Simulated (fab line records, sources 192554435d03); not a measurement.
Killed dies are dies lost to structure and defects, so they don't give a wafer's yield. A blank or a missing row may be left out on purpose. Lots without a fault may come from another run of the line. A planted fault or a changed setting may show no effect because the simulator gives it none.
Which tool did it? | flow n5_finfet | 10 lots, 24 wafers sampled, at 8 steps of a route of 1938

WHAT THE GAUGES READ, wafer by wafer
N5_BEOL_M4_INSPECT_13: inspects for defects (brightfield).
lot  | measured     | on                | raw_defect_count
L747 | day 7 14:23  | defect_inspect-02 | 421 523
L749 | day 7 23:48  | defect_inspect-01 | 495 519
L756 | day 9 12:37  | defect_inspect-01 | 340 393
L757 | day 10 04:46 | defect_inspect-01 | 460 590
L762 | day 11 16:58 | defect_inspect-02 | 444 306 399
L764 | day 11 21:31 | defect_inspect-02 | 436 387 369
L763 | day 11 23:53 | defect_inspect-01 | 387 321
L765 | day 12 01:02 | defect_inspect-01 | 403 357 386
L767 | day 12 05:22 | defect_inspect-02 | 366 385 431
L770 | day 13 17:03 | defect_inspect-02 | 721 523

N5_BEOL_M4_OVL_MEAS_29.
lot  | measured     | on         | V3_OVL (nm)
L747 | day 7 15:21  | overlay-02 | 0.7 1.0
L749 | day 8 00:42  | overlay-02 | 0.6 0.4
L756 | day 9 13:43  | overlay-02 | 0.3 0.9
L757 | day 10 05:42 | overlay-02 | 1.4 0.2
L762 | day 11 17:59 | overlay-02 | 1.3 0.7 0.2
L764 | day 11 22:32 | overlay-01 | 0.1 1.4 0.3
L763 | day 12 00:56 | overlay-02 | 1.7 1.1
L765 | day 12 01:54 | overlay-01 | 1.9 0.9 0.9
L767 | day 12 06:29 | overlay-01 | 0.8 1.3 0.8
L770 | day 13 18:00 | overlay-02 | 1.2 0.8

N5_BEOL_M4_OCD_MEAS_38.
lot  | measured     | on     | trench_depth_nm (nm)
L747 | day 7 18:20  | ocd-02 | 56.1 56.1
L749 | day 8 05:56  | ocd-02 | 55.1 59.0
L756 | day 9 15:47  | ocd-02 | 19.6 18.7
L757 | day 10 09:12 | ocd-02 | 22.4 57.4
L762 | day 12 00:06 | ocd-01 | 58.3 54.6 58.2
L764 | day 12 00:34 | ocd-02 | 57.0 58.0 54.4
L763 | day 12 02:58 | ocd-02 | 55.5 58.4
L765 | day 12 04:35 | ocd-01 | 55.5 57.2 58.3
L767 | day 12 08:14 | ocd-01 | 57.8 54.6 53.1
L770 | day 13 19:16 | ocd-01 | 55.7 56.4

N5_BEOL_M4_THK_MEAS_53: measures by xrf.
lot  | measured     | on            | M4_THK (nm)
L747 | day 7 22:18  | film_metro-01 | 43.9 40.3
L749 | day 8 10:08  | film_metro-02 | 40.7 44.5
L756 | day 9 23:57  | film_metro-01 | - -
L757 | day 10 12:55 | film_metro-02 | - 42.8
L762 | day 12 03:38 | film_metro-01 | 46.3 40.5 44.9
L764 | day 12 05:31 | film_metro-02 | 41.1 40.7 37.5
L763 | day 12 07:41 | film_metro-02 | 38.5 41.6
L765 | day 12 08:24 | film_metro-02 | 39.3 42.0 46.2
L767 | day 12 12:13 | film_metro-01 | 43.6 38.5 39.6
L770 | day 13 22:59 | film_metro-01 | 40.7 40.8

N5_BEOL_M4_RC_MEAS_101.
lot  | measured     | on        | DIBL_N (mV/V)  | DIBL_P (mV/V)  | IOFF_N (nA/um) | IOFF_P (nA/um) | ION_N (uA/um) | ION_P (uA/um) | SS_N (mV/dec)  | SS_P (mV/dec)  | VT_N (mV)   | VT_P (mV)
L747 | day 7 22:37  | prober-01 | 37.7 36.3      | 35.8 33.6      | 0.20 0.16      | 0.20 0.16      | 667 675       | 455 452       | 72.2 71.1      | 72.8 72.4      | 249 250     | -252 -255
L749 | day 8 10:36  | prober-01 | 40.0 32.6      | 37.8 30.3      | 0.23 0.12      | 0.28 0.18      | 690 679       | 468 474       | 72.1 69.8      | 74.2 72.2      | 242 249     | -246 -251
L757 | day 10 13:32 | prober-02 | 35.7           | 36.2           | 0.15           | 0.21           | 659           | 460           | 71.7           | 73.8           | 252         | -251
L762 | day 12 04:15 | prober-01 | 38.6 38.6 35.6 | 39.3 39.2 36.2 | 0.22 0.21 0.17 | 0.24 0.26 0.20 | 685 683 696   | 466 472 474   | 72.4 72.2 71.3 | 73.3 73.0 72.3 | 248 248 248 | -251 -248 -249
L764 | day 12 05:52 | prober-02 | 33.6 35.3 34.5 | 34.1 36.7 37.0 | 0.12 0.14 0.14 | 0.17 0.20 0.21 | 669 647 688   | 457 447 473   | 71.5 71.2 70.9 | 72.7 72.7 73.6 | 255 251 250 | -253 -249 -249
L763 | day 12 08:29 | prober-01 | 34.9 39.8      | 34.7 40.8      | 0.13 0.25      | 0.18 0.29      | 658 683       | 448 465       | 72.0 72.4      | 73.1 74.8      | 254 242     | -253 -246
L765 | day 12 08:45 | prober-02 | 33.8 41.3 34.4 | 34.0 42.8 34.7 | 0.11 0.28 0.13 | 0.18 0.35 0.19 | 664 705 673   | 460 482 464   | 70.7 72.3 70.6 | 72.6 74.6 72.5 | 254 240 252 | -251 -243 -252
L767 | day 12 12:43 | prober-01 | 36.8 31.9 35.9 | 37.8 32.6 36.6 | 0.16 0.09 0.15 | 0.21 0.15 0.20 | 685 660 676   | 465 463 468   | 71.4 70.5 71.2 | 73.6 71.4 72.9 | 250 258 251 | -248 -256 -251
L770 | day 13 23:28 | prober-01 | 38.3 39.1      | 37.2 37.9      | 0.19 0.21      | 0.21 0.22      | 689 679       | 465 454       | 72.3 73.5      | 74.2 73.3      | 249 246     | -253 -250

WHICH TOOL RAN EACH LOT (tool, then ch and the chambers of the sampled wafers, then the start)
lot  | N5_BEOL_M4_HM_OPEN_17             | N5_BEOL_M4_ETCHBACK_99             | N5_BEOL_M4_ETCH_70
L747 | rie_metal-01 ch 0,1, day 7 14:49  | rie_diel-04 ch 0,2, day 7 17:56    | rie_diel-04 ch 0,2, day 7 17:58
L749 | rie_metal-03 ch 1, day 8 00:05    | rie_diel-03 ch 1,3, day 8 05:32    | rie_diel-03 ch 1,3, day 8 05:34
L756 | rie_metal-03 ch 0,1, day 9 13:11  | rie_diel-04 ch 1,3, day 9 15:24    | rie_diel-04 ch 1,3, day 9 15:26
L757 | rie_metal-03 ch 0,1, day 10 05:03 | rie_diel-05 ch 1,3, day 10 08:48   | rie_diel-05 ch 1,3, day 10 08:50
L762 | rie_metal-02 ch 0,1, day 11 17:17 | rie_diel-03 ch 0,3, day 11 23:42   | rie_diel-03 ch 0,3, day 11 23:44
L764 | rie_metal-01 ch 0,1, day 11 21:51 | rie_diel-03 ch 0,2,3, day 12 00:10 | rie_diel-03 ch 0,2,3, day 12 00:13
L763 | rie_metal-01 ch 0,1, day 12 00:25 | rie_diel-03 ch 1,3, day 12 02:34   | rie_diel-03 ch 1,3, day 12 02:37
L765 | rie_metal-01 ch 0, day 12 01:22   | rie_diel-03 ch 1,2,3, day 12 04:11 | rie_diel-03 ch 1,2,3, day 12 04:13
L767 | rie_metal-01 ch 1, day 12 05:57   | rie_diel-03 ch 0,1,3, day 12 07:50 | rie_diel-03 ch 0,1,3, day 12 07:53
L770 | rie_metal-03 ch 1, day 13 17:20   | rie_diel-04 ch 2,3, day 13 18:52   | rie_diel-04 ch 2,3, day 13 18:55
- N5_BEOL_M4_HM_OPEN_17: chemistry Cl2/BCl3, target TiN, target depth 20 nm, overetch 6 nm.
- N5_BEOL_M4_ETCHBACK_99: etches SiO2 in CHF3, target depth 5 nm, time 10.4 s.
- N5_BEOL_M4_ETCH_70: etches SOC in N2/H2, target depth 80 nm, overetch 24 nm, time 130 s.

WHAT THE TOOLS THEMSELVES READ (means of the sampled wafers that have a number; where no wafer has one, the mark that the record gives instead)
N5_BEOL_M4_HM_OPEN_17.
lot  | tool         | drypump_motor_current_A (A) | oes_product_au (a.u.) | throttle_valve_pct (%)
L747 | rie_metal-01 | 5.8                         | 0.67                  | 22.2
L749 | rie_metal-03 | 5.4                         | 0.80                  | 22.3
L756 | rie_metal-03 | 5.7                         | 0.69                  | 22.0
L757 | rie_metal-03 | 5.7                         | 0.71                  | 22.0
L762 | rie_metal-02 | 5.2                         | 0.60                  | 21.9
L764 | rie_metal-01 | 5.6                         | 0.61                  | 22.4
L763 | rie_metal-01 | 5.8                         | 0.65                  | 22.2
L765 | rie_metal-01 | 5.1                         | 0.55                  | 22.6
L767 | rie_metal-01 | 6.6                         | 0.72                  | 21.9
L770 | rie_metal-03 | 5.5                         | 0.73                  | 22.3

N5_BEOL_M4_ETCHBACK_99.
lot  | tool        | drypump_motor_current_A (A) | oes_product_au (a.u.) | rf_vpp_V (V) | showerhead_plenum_p_Torr (Torr) | throttle_valve_pct (%)
L747 | rie_diel-04 | 5.2                         | 0.88                  | 242          | 2.13                            | 16.96
L749 | rie_diel-03 | 5.9                         | 0.88                  | 248          | 2.19                            | 17.02
L756 | rie_diel-04 | 5.8                         | 0.46                  | 244          | 2.16                            | 17.19
L757 | rie_diel-05 | 5.5                         | 0.67                  | 234          | 2.17                            | 17.31
L762 | rie_diel-03 | 5.6                         | 0.89                  | 239          | 2.17                            | 17.03
L764 | rie_diel-03 | 5.6                         | 0.91                  | 239          | 2.16                            | 16.93
L763 | rie_diel-03 | 5.9                         | 0.82                  | 247          | 2.17                            | 17.08
L765 | rie_diel-03 | 5.7                         | 0.87                  | 248          | 2.17                            | 17.00
L767 | rie_diel-03 | 5.9                         | 0.85                  | 242          | 2.15                            | 17.03
L770 | rie_diel-04 | 5.9                         | 0.88                  | 242          | 2.13                            | 16.91

N5_BEOL_M4_ETCH_70.
lot  | tool        | drypump_motor_current_A (A) | oes_product_au (a.u.) | rf_vpp_V (V) | showerhead_plenum_p_Torr (Torr) | throttle_valve_pct (%)
L747 | rie_diel-04 | 5.2                         | 0.64                  | 523.8        | 2.52                            | 17.67
L749 | rie_diel-03 | 5.9                         | 0.64                  | 524.6        | 2.59                            | 17.87
L756 | rie_diel-04 | 5.8                         | 0.56                  | 522.6        | 2.56                            | 18.12
L757 | rie_diel-05 | 5.5                         | 0.58                  | 523.2        | 2.56                            | 18.10
L762 | rie_diel-03 | 5.6                         | 0.63                  | 524.9        | 2.56                            | 17.82
L764 | rie_diel-03 | 5.6                         | 0.66                  | 524.7        | 2.56                            | 17.69
L763 | rie_diel-03 | 5.9                         | 0.60                  | 524.8        | 2.58                            | 17.94
L765 | rie_diel-03 | 5.7                         | 0.63                  | 524.5        | 2.58                            | 17.82
L767 | rie_diel-03 | 5.9                         | 0.62                  | 524.1        | 2.55                            | 17.81
L770 | rie_diel-04 | 5.9                         | 0.64                  | 522.6        | 2.54                            | 17.88

THE ANSWER, worked out from the rows above alone
Rule: what is usual is taken from the lots themselves. Put in order of their means at a reading, lots are off if they are a third of the lots or fewer, leave a main group of 4 or more, and stand apart from it by a gap of 3 or more times the standard deviation of the main group's means; of several such gaps the widest counts. A main group whose means are all the same, to the digits that the tables above print for the reading, isn't used. A lot without any number at a reading at which 4 lots or more have one is off too. The other lots that the step has rows for count as sound. The gauges are gone through in route order, then the tools' own readings, and for those a lot's mean is taken as printed above. The first step at which some lot is off is used, and at that step the reading that is off furthest; a lot without a number counts as furthest.
Off: L756, L757, at N5_BEOL_M4_OCD_MEAS_38 (trench_depth_nm). The main group: mean 56.5 nm, standard deviation 0.63.
A tool fits if, at a process step before that reading, it ran every lot that is off, and no sound lot after the first of them. The gauges at N5_BEOL_M4_OCD_MEAS_38 aren't tried: what is off there is off at N5_BEOL_M4_ETCHBACK_99 too, on other tools, and a gauge's error can't cause that. None of those tried fits.

WHAT THE SIMULATOR HAD PUT IN
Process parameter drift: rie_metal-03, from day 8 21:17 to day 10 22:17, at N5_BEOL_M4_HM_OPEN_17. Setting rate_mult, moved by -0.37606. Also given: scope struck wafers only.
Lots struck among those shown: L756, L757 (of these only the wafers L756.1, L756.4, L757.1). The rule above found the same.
